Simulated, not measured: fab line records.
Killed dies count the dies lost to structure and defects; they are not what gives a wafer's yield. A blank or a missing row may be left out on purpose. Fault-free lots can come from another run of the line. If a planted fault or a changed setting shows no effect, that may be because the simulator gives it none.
Struck lot and sound lot, side by side || flow n5-finfet || 16 steps out of a route of 1938
Sound: these wafers, L738.3, L738.4, L738.6. Struck: wafer L728.3; the same lot's L728.1 was not struck, so it is left out; see the end for the cause.
Order at every step that has rows: each side's tool, ch and its chambers, its first start. Under that, the readings that differ: sound wafers || struck wafers || difference of the means || sigmas: that difference in standard deviations of wafers without a fault.
alike: a reading whose means differ by less than 2 such deviations, as well as words and numbers matching on both sides. not compared: withheld readings; readings where some wafer has no value; bounds like >300 that might hide an equal value; numbers whose values overlap and for which the record gives no deviation.
A row with sigmas, a row that says differs or no value, or rows on one side alone: a step with any of these is where the two part. When numbers do not overlap yet have no deviation, they are printed without sigmas and do not part them. A reading missing from all wafers of one side parts the sides only when that side holds two or more wafers.

N5_DUMMY_GATE_ETCH_42: etches SiO2 in CHF3/O2, target depth 3.5 nm, time 31 s.
  sound on rie-diel-01 ch 1,3, day 7 17:48; struck on rie-diel-06 ch 1, day 5 08:05
  alike: drypump-motor-current-A, oes-product-au, rf-fwd-power-W, rf-vpp-V, showerhead-plenum-p-Torr, throttle-valve-pct
  not compared: rf-hours-counter-h
N5_DUMMY_GATE_STRIP_48: strips in N2/H2, time 20 s.
  sound on rie-diel-01 ch 1,3, day 7 17:51; struck on rie-diel-06 ch 1, day 5 08:08
  alike: drypump-motor-current-A, oes-product-au, rf-vpp-V, showerhead-plenum-p-Torr, throttle-valve-pct
  not compared: rf-hours-counter-h
then, 5 steps without rows for these wafers: N5_DUMMY_GATE_PRECLEAN_33 (cleans in dHF, time 10 s); N5_DUMMY_GATE_PRECLEAN_25 (cleans in O3/DIW, time 45 s); N5_DUMMY_GATE_PRECLEAN_51 (cleans in SC2, time 45 s); N5_DUMMY_GATE_SRD_26 (time 30 s); N5_DUMMY_GATE_UV_OZONE_45 (time 120 s).
N5_DUMMY_GATE_INSPECT_27: inspects for defects (brightfield).
  sound on defect-inspect-01 at day 7 18:02; struck on defect-inspect-02 at day 5 08:20
  alike: raw-defect-count
N5_SPACER0_ALD_07: deposits SiNx, target thk 2 nm.
  sound on ald-sin-03 ch 0,1,2, day 7 18:05; struck on ald-sin-03 ch 3, day 5 08:38
  alike: heater-power-w, susceptor-temp-C
N5_SPACER0_ALD_00: deposits SiOCN, target thk 3.5 nm, pulse time 3 s, purge time 2 s.
  sound on ald-sin-03 ch 0,1,2, day 7 18:14; struck on ald-sin-03 ch 3, day 5 08:47
  alike: heater-power-w, precursor-pulse-height-rel, susceptor-temp-C
N5_SPACER0_ALD_08: deposits SiNx, target thk 2 nm.
  sound on ald-sin-03 ch 0,1,2, day 7 18:29; struck on ald-sin-03 ch 3, day 5 09:03
  alike: heater-power-w, susceptor-temp-C
N5_SPACER0_INSPECT_04: inspects for defects (darkfield).
  sound on defect-inspect-02 at day 7 18:39; struck on defect-inspect-01 at day 5 09:12
  alike: raw-defect-count
N5_SD_EPI_N_COAT_32: time 60 s, resist thk 350 nm.
  sound on litho-track-04 ch 0, day 7 18:41; struck on litho-track-04 ch 0, day 5 09:14
{"reading": "run-length-s (s)", "sound": "66.12 66.02 65.87", "struck": 68.94, "difference": "+2.94", "sigmas": "+15"}
then, 1 step without rows for these wafers: N5_SD_EPI_N_COAT_33 (time 60 s, resist thk 35 nm).
-- here the record skips 5 days between the struck wafers' starts before and after, leaving off in module SD_EPI_N and picking up in module BEOL_M4 (first step shown: number 1111 of the route) --
N5_BEOL_M4_RC_MEAS_101:
  sound on prober-01 ch 0, day 12 14:14; struck on prober-02 ch 0, day 9 23:55
{"reading": "VT_P (mV)", "sound": "-244 -249 -249", "struck": -255, "difference": -8, "sigmas": -2}
  alike: DIBL_N, DIBL_P, IOFF_N, IOFF_P, ION_N, ION_P, SS_N, SS_P, VT_N
-- record jumps: 4 days separate the struck wafers' starts on either side; left off in module BEOL_M4, taken up again in module PASSIVATION, whose first shown step is the route's number 1936 --
N5_PASSIVATION_PROBE_49:
  rows exist in the record for the struck wafers here (prober-02, day 14 09:26), but not for the sound ones

## WHERE THEY PART
At N5_SD_EPI_N_COAT_32 first; at N5_PASSIVATION_PROBE_49 last (within this record only).

WHY: whatever the simulator had introduced
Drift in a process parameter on litho-track-04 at N5_SD_EPI_N_COAT_32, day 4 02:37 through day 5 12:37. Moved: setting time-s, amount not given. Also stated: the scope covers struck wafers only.
